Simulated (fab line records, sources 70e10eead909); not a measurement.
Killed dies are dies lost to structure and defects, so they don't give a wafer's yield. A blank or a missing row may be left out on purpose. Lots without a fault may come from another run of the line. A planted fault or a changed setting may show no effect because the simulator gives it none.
Which tool did it? | flow nand_harc | 14 lots, 42 wafers sampled, at 5 steps of a route of 1159

WHAT THE GAUGES READ, wafer by wafer
The record holds no reading of a measuring or inspecting step that can be judged against a usual standard deviation.

WHICH TOOL RAN EACH LOT (tool, then ch and the chambers of the sampled wafers, then the start)
lot  | NHARC_A_M1_ETCH_15                            | NHARC_A_M1_ETCH_28                            | NHARC_A_M1_ECD_22              | NHARC_A_M1_CMP_23             | NHARC_A_M1_DEP_33
L794 | rie_diel-06 ch 0,1,3, day 18 02:53 or earlier | rie_diel-06 ch 1,2,3, day 18 02:53 or earlier | ecd_cu-01 ch 0,1, day 18 02:53 | cmp-03 ch 2,3, day 18 03:34   | pecvd-02 ch 0,2, day 18 04:11
L793 | rie_diel-13 ch 0,1,2, day 18 03:22 or earlier | rie_diel-13 ch 0,1,3, day 18 03:22 or earlier | ecd_cu-01 ch 0,1, day 18 03:22 | cmp-04 ch 1,2,3, day 18 04:05 | pecvd-02 ch 1,2, day 18 04:42
L795 | rie_diel-12 ch 1,2,3, day 18 11:57 or earlier | rie_diel-13 ch 0,1, day 18 11:57 or earlier   | ecd_cu-01 ch 0,1, day 18 11:57 | cmp-01 ch 1,3, day 18 12:46   | pecvd-02 ch 0,1, day 18 13:47
L796 | rie_diel-12 ch 0,1,3, day 18 12:22 or earlier | rie_diel-12 ch 0,1,3, day 18 12:22 or earlier | ecd_cu-02 ch 0,1, day 18 12:22 | cmp-04 ch 1,2, day 18 13:04   | pecvd-04 ch 0,1,2, day 18 13:52
L798 | rie_diel-12 ch 0,2,3, day 19 06:57 or earlier | rie_diel-13 ch 0,3, day 19 06:57 or earlier   | ecd_cu-01 ch 0,1, day 19 06:57 | cmp-04 ch 0,1,2, day 19 07:37 | pecvd-04 ch 0,1,2, day 19 08:13
L800 | rie_diel-12 ch 0,1,3, day 19 19:16 or earlier | rie_diel-13 ch 0,2,3, day 19 19:16 or earlier | ecd_cu-02 ch 0,1, day 19 19:16 | cmp-01 ch 0,1,3, day 19 20:04 | pecvd-02 ch 0,2, day 19 20:38
L803 | rie_diel-06 ch 0,1,3, day 20 03:46 or earlier | rie_diel-12 ch 2,3, day 20 03:46 or earlier   | ecd_cu-02 ch 0,1, day 20 03:46 | cmp-04 ch 2,3, day 20 04:28   | pecvd-04 ch 0,1,2, day 20 05:05
L804 | rie_diel-13 ch 0,3, day 20 11:47 or earlier   | rie_diel-06 ch 0,1,3, day 20 11:47 or earlier | ecd_cu-01 ch 0,1, day 20 11:47 | cmp-04 ch 0,2,3, day 20 12:26 | pecvd-01 ch 0,1,2, day 20 13:04
L802 | rie_diel-06 ch 2,3, day 20 23:05 or earlier   | rie_diel-12 ch 0,2,3, day 20 23:05 or earlier | ecd_cu-01 ch 0,1, day 20 23:05 | cmp-03 ch 1,2, day 20 23:43   | pecvd-01 ch 0,1,2, day 21 00:20
L801 | rie_diel-13 ch 1,2, day 20 23:34 or earlier   | rie_diel-06 ch 0,2, day 20 23:34 or earlier   | ecd_cu-01 ch 0,1, day 20 23:34 | cmp-01 ch 0,2,3, day 21 00:20 | pecvd-04 ch 0,1,2, day 21 00:56
L806 | rie_diel-12 ch 0,1,3, day 21 03:26 or earlier | rie_diel-06 ch 0,1,3, day 21 03:26 or earlier | ecd_cu-01 ch 0,1, day 21 03:26 | cmp-01 ch 0,2,3, day 21 04:09 | pecvd-04 ch 0,1,2, day 21 04:46
L807 | rie_diel-12 ch 0,3, day 22 02:37 or earlier   | rie_diel-12 ch 0,1,2, day 22 02:37 or earlier | ecd_cu-01 ch 0,1, day 22 02:37 | cmp-04 ch 1,2, day 22 03:17   | pecvd-02 ch 0,1, day 22 03:55
L808 | rie_diel-13 ch 0,2,3, day 22 02:56 or earlier | rie_diel-13 ch 1,3, day 22 02:56 or earlier   | ecd_cu-02 ch 0,1, day 22 02:56 | cmp-03 ch 0,1,2, day 22 03:40 | pecvd-02 ch 0,1,2, day 22 04:55
L809 | rie_diel-06 ch 0,3, day 22 14:53 or earlier   | rie_diel-13 ch 0,1,2, day 22 14:53 or earlier | ecd_cu-01 ch 0,1, day 22 14:53 | cmp-03 ch 2,3, day 22 15:38   | pecvd-04 ch 0,1, day 22 16:32
- NHARC_A_M1_ETCH_15: etches the open film in C4F8/Ar, target depth 182.5 nm, time 91.2 s.
- NHARC_A_M1_ETCH_28: etches the open film in CF4/N2, target depth 30 nm, time 72.99 s.
- NHARC_A_M1_ECD_22: material Cu, target thk 400 nm.
- NHARC_A_M1_CMP_23: polishes, t overpolish 20 s, target thk 154.34 nm.
- NHARC_A_M1_DEP_33: deposits SiCN, target thk 30 nm.

WHAT THE TOOLS THEMSELVES READ (means of the sampled wafers that have a number; where no wafer has one, the mark that the record gives instead)
NHARC_A_M1_ETCH_15. Usual: oes_product_au 0.950 a.u., standard deviation 0.021; rf_vpp_V 441.2 V, standard deviation 2.8.
lot  | tool        | oes_product_au (a.u.) | rf_vpp_V (V) | flag
L794 | rie_diel-06 | 0.926                 | 438.6        |
L793 | rie_diel-13 | 0.946                 | 440.5        |
L795 | rie_diel-12 | 0.960                 | 442.0        |
L796 | rie_diel-12 | 0.959                 | 440.6        |
L798 | rie_diel-12 | 0.924                 | 441.4        |
L800 | rie_diel-12 | 0.968                 | 441.0        |
L803 | rie_diel-06 | 0.971                 | 439.4        |
L804 | rie_diel-13 | 0.966                 | 441.7        |
L802 | rie_diel-06 | 0.928                 | 442.8        |
L801 | rie_diel-13 | 0.955                 | 439.7        |
L806 | rie_diel-12 | 0.922                 | 440.1        |
L807 | rie_diel-12 | 0.921                 | 439.9        |
L808 | rie_diel-13 | 0.974                 | 439.9        |
L809 | rie_diel-06 | 0.977                 | 440.1        |

NHARC_A_M1_ETCH_28. Usual: drypump_motor_current_A 5.8 A, standard deviation 0.57; n2_flow_sccm 100.0 sccm, standard deviation 0.32; oes_product_au 0.996 a.u., standard deviation 0.01; rf_vpp_V 314.1 V, standard deviation 2.1; showerhead_plenum_p_Torr 2.62 Torr, standard deviation 0.11; throttle_valve_pct 19.795 %, standard deviation 0.0096.
lot  | tool        | drypump_motor_current_A (A) | n2_flow_sccm (sccm) | oes_product_au (a.u.) | rf_vpp_V (V) | showerhead_plenum_p_Torr (Torr) | throttle_valve_pct (%) | flag
L794 | rie_diel-06 | 6.0                         | 100.0               | 0.990                 | 314.4        | 2.65                            | 19.791                 |
L793 | rie_diel-13 | 5.8                         | 100.1               | 0.990                 | 314.6        | 2.65                            | 19.794                 |
L795 | rie_diel-13 | 5.6                         | 99.9                | 0.997                 | 314.4        | 2.66                            | 19.791                 |
L796 | rie_diel-12 | 5.7                         | 100.1               | 0.992                 | 314.1        | 2.63                            | 19.790                 |
L798 | rie_diel-13 | 6.0                         | 100.0               | 0.992                 | 314.6        | 2.64                            | 19.795                 |
L800 | rie_diel-13 | 5.7                         | 100.4               | 0.988                 | 313.1        | 2.60                            | 19.785                 |
L803 | rie_diel-12 | 6.0                         | 99.7                | 0.997                 | 315.6        | 2.71                            | 19.801                 |
L804 | rie_diel-06 | 6.4                         | 100.0               | 1.003                 | 312.7        | 2.55                            | 19.789                 |
L802 | rie_diel-12 | 5.9                         | 100.3               | 0.991                 | 314.4        | 2.64                            | 19.796                 |
L801 | rie_diel-06 | 5.6                         | 99.9                | 1.005                 | 315.4        | 2.69                            | 19.801                 |
L806 | rie_diel-06 | 6.4                         | 100.3               | 1.013                 | 313.6        | 2.55                            | 19.795                 |
L807 | rie_diel-12 | 5.5                         | 99.7                | 0.996                 | 315.3        | 2.71                            | 19.793                 |
L808 | rie_diel-13 | 6.4                         | 99.9                | 1.000                 | 314.2        | 2.61                            | 19.790                 |
L809 | rie_diel-13 | 5.4                         | 99.8                | 0.994                 | 313.6        | 2.61                            | 19.791                 |

NHARC_A_M1_CMP_23. Usual: motor_current_A 12.2 A, standard deviation 1.5; time_to_endpoint_s 28.3 s, standard deviation 1.8.
lot  | tool   | motor_current_A (A) | time_to_endpoint_s (s) | flag
L794 | cmp-03 | 13.1                | 28.9                   |
L793 | cmp-04 | 12.1                | 28.4                   |
L795 | cmp-01 | 13.4                | 27.4                   |
L796 | cmp-04 | 12.2                | 30.3                   |
L798 | cmp-04 | 12.1                | 29.3                   |
L800 | cmp-01 | 12.8                | 28.0                   |
L803 | cmp-04 | 11.7                | 26.8                   |
L804 | cmp-04 | 11.9                | 29.9                   |
L802 | cmp-03 | 13.3                | 30.7                   |
L801 | cmp-01 | 11.4                | 27.8                   |
L806 | cmp-01 | 11.3                | 28.2                   |
L807 | cmp-04 | 11.7                | 23.5                   |
L808 | cmp-03 | 12.5                | 30.3                   |
L809 | cmp-03 | 13.1                | 23.6                   |

NHARC_A_M1_DEP_33. Usual: heater_power_w 582 W, standard deviation 100.
lot  | tool     | heater_power_w (W) | flag
L794 | pecvd-02 | 521                |
L793 | pecvd-02 | 645                |
L795 | pecvd-02 | 535                |
L796 | pecvd-04 | 585                |
L798 | pecvd-04 | 592                |
L800 | pecvd-02 | 576                |
L803 | pecvd-04 | 592                |
L804 | pecvd-01 | 588                |
L802 | pecvd-01 | 594                |
L801 | pecvd-04 | 567                |
L806 | pecvd-04 | 578                |
L807 | pecvd-02 | 604                |
L808 | pecvd-02 | 614                |
L809 | pecvd-04 | 721                |

THE ANSWER, worked out from the rows above alone
Rule: a lot is off if the mean of its wafers that have a number lies more than 3 standard deviations from the usual mean. A lot without any number at a reading at which 4 lots or more have one is off too. The other lots that the step has rows for count as sound. The gauges are gone through in route order, then the tools' own readings, and for those a lot's mean is taken as printed above. The first step at which some lot is off is used, and at that step the reading that is off furthest; a lot without a number counts as furthest.
No lot is off at any reading shown: from this, nothing can be told.

WHAT THE SIMULATOR HAD PUT IN
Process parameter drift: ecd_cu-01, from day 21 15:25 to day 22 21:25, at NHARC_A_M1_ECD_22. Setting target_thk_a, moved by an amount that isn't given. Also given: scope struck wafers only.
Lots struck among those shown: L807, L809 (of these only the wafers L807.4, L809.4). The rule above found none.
